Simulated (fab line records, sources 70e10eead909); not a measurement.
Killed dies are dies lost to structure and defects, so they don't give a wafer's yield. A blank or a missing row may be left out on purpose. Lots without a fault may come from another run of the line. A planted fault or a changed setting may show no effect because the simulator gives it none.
Chamber matching | flow nand_harc | NHARC_P_M0_DEP_32 on pecvd-02: 3 sister chambers
The step deposits SiCN, target thk 30 nm. 24 wafers are shown with their chamber, then 12 later ones without.

WAFERS WITH THEIR CHAMBER
wafer  | chamber | heater_power_w (W)
L078.3 | 0       | 771
L078.4 | 0       | 789
L078.5 | 2       | 584
L081.2 | 0       | 686
L081.4 | 1       | 673
L081.6 | 0       | 693
L083.2 | 2       | 614
L083.3 | 1       | 767
L083.4 | 1       | 763
L086.1 | 0       | 694
L086.2 | 2       | 544
L086.3 | 1       | 754
L086.4 | 2       | 553
L086.5 | 1       | 750
L086.6 | 0       | 707
L087.3 | 0       | 724
L087.4 | 1       | 619
L087.6 | 2       | 540
L088.2 | 2       | 557
L088.3 | 1       | 666
L088.6 | 0       | 702
L088.1 | 0       | 706
L088.4 | 1       | 681
L088.5 | 2       | 571

SIGNATURES (means of the wafers above)
reading        | chamber 0 | chamber 1 | chamber 2 | scatter within a chamber
heater_power_w | 719.11    | 709.12    | 566.14    | 41.8
Rule: a wafer's distance from a chamber is the root of the sum, over the readings, of the square of ((its reading less the chamber's mean) divided by the reading's scatter). The wafer belongs to the nearest chamber; if the next one is less than 2 further off, it can't be placed. The scatter: the root of (the sum of the squares of (reading less its chamber's mean) over the shown wafers, divided by (wafers less chambers)).

WAFERS WITHOUT THEIR CHAMBER
wafer  | heater_power_w (W)
L089.2 | 744
L089.3 | 506
L089.4 | 759
L093.1 | 547
L093.5 | 762
L093.6 | 617
L094.1 | 557
L094.3 | 655
L094.6 | 622
L097.1 | 737
L097.3 | 708
L097.5 | 708

WHICH CHAMBER EACH WENT THROUGH
wafer  | from the rows above          | in truth
L089.2 | can't be placed: 0 or 1      | 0
L089.3 | 2                            | 2
L089.4 | can't be placed: 0 or 1      | 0
L093.1 | 2                            | 2
L093.5 | can't be placed: 0 or 1      | 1
L093.6 | can't be placed: 2 or 1 or 0 | 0
L094.1 | 2                            | 2
L094.3 | can't be placed: 1 or 0 or 2 | 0
L094.6 | can't be placed: 2 or 1 or 0 | 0
L097.1 | can't be placed: 0 or 1      | 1
L097.3 | can't be placed: 1 or 0      | 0
L097.5 | can't be placed: 1 or 0      | 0
Placed correctly: 3 of 12. Can't be placed from these rows: 9 (the true chamber is among the candidates in 9). Placed wrongly: 0.
